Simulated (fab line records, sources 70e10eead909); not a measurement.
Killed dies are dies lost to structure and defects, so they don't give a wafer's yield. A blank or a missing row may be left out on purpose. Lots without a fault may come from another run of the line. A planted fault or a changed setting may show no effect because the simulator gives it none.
Chamber matching | flow nand_harc | NHARC_A_STAIRCASE_TRIM_229 on rie_diel-07: 4 sister chambers
The step chemistry O2, time 211.2 s. 16 wafers are shown with their chamber, then 8 later ones without.

WAFERS WITH THEIR CHAMBER
wafer  | chamber | drypump_motor_current_A (A) | showerhead_plenum_p_Torr (Torr) | oes_product_au (a.u.)
L076.1 | 2       | 6.2                         | 3.45                            | 1.008
L076.3 | 1       | 6.3                         | 3.62                            | 1.023
L076.6 | 1       | 6.3                         | 3.62                            | 1.014
L077.1 | 3       | 5.0                         | 3.50                            | 1.013
L077.2 | 1       | 6.3                         | 3.61                            | 1.033
L077.5 | 1       | 6.3                         | 3.61                            | 1.027
L081.2 | 1       | 6.3                         | 3.61                            | 1.029
L081.4 | 3       | 5.0                         | 3.50                            | 1.019
L081.5 | 0       | 5.5                         | 3.67                            | 1.000
L083.2 | 0       | 5.5                         | 3.66                            | 0.987
L083.3 | 2       | 6.2                         | 3.44                            | 0.982
L083.5 | 0       | 5.5                         | 3.66                            | 0.998
L085.1 | 2       | 6.2                         | 3.44                            | 1.002
L085.3 | 0       | 5.6                         | 3.66                            | 1.006
L085.6 | 1       | 6.3                         | 3.60                            | 1.023
L091.2 | 2       | 6.2                         | 3.43                            | 0.992

SIGNATURES (means of the wafers above)
reading                  | chamber 0 | chamber 1 | chamber 2 | chamber 3 | scatter within a chamber
drypump_motor_current_A  | 5.525     | 6.300     | 6.200     | 5.000     | 0.025
showerhead_plenum_p_Torr | 3.6625    | 3.6117    | 3.4400    | 3.5000    | 0.00682
oes_product_au           | 0.99775   | 1.02483   | 0.99600   | 1.01600   | 0.00822
Rule: a wafer's distance from a chamber is the root of the sum, over the readings, of the square of ((its reading less the chamber's mean) divided by the reading's scatter). The wafer belongs to the nearest chamber; if the next one is less than 2 further off, it can't be placed. The scatter: the root of (the sum of the squares of (reading less its chamber's mean) over the shown wafers, divided by (wafers less chambers)).

WAFERS WITHOUT THEIR CHAMBER
wafer  | drypump_motor_current_A (A) | showerhead_plenum_p_Torr (Torr) | oes_product_au (a.u.)
L091.3 | 6.3                         | 3.59                            | 0.996
L091.6 | 4.9                         | 3.48                            | 0.999
L090.1 | 5.0                         | 3.48                            | 0.999
L090.2 | 6.3                         | 3.59                            | 0.999
L090.3 | 5.6                         | 3.65                            | 1.006
L093.3 | 6.3                         | 3.59                            | 1.010
L093.5 | 6.3                         | 3.59                            | 0.997
L093.6 | 5.6                         | 3.65                            | 1.007

WHICH CHAMBER EACH WENT THROUGH
wafer  | from the rows above | in truth
L091.3 | 1                   | 1
L091.6 | 3                   | 3
L090.1 | 3                   | 3
L090.2 | 1                   | 1
L090.3 | 0                   | 0
L093.3 | 1                   | 1
L093.5 | 1                   | 1
L093.6 | 0                   | 0
Placed correctly: 8 of 8. Can't be placed from these rows: 0. Placed wrongly: 0.
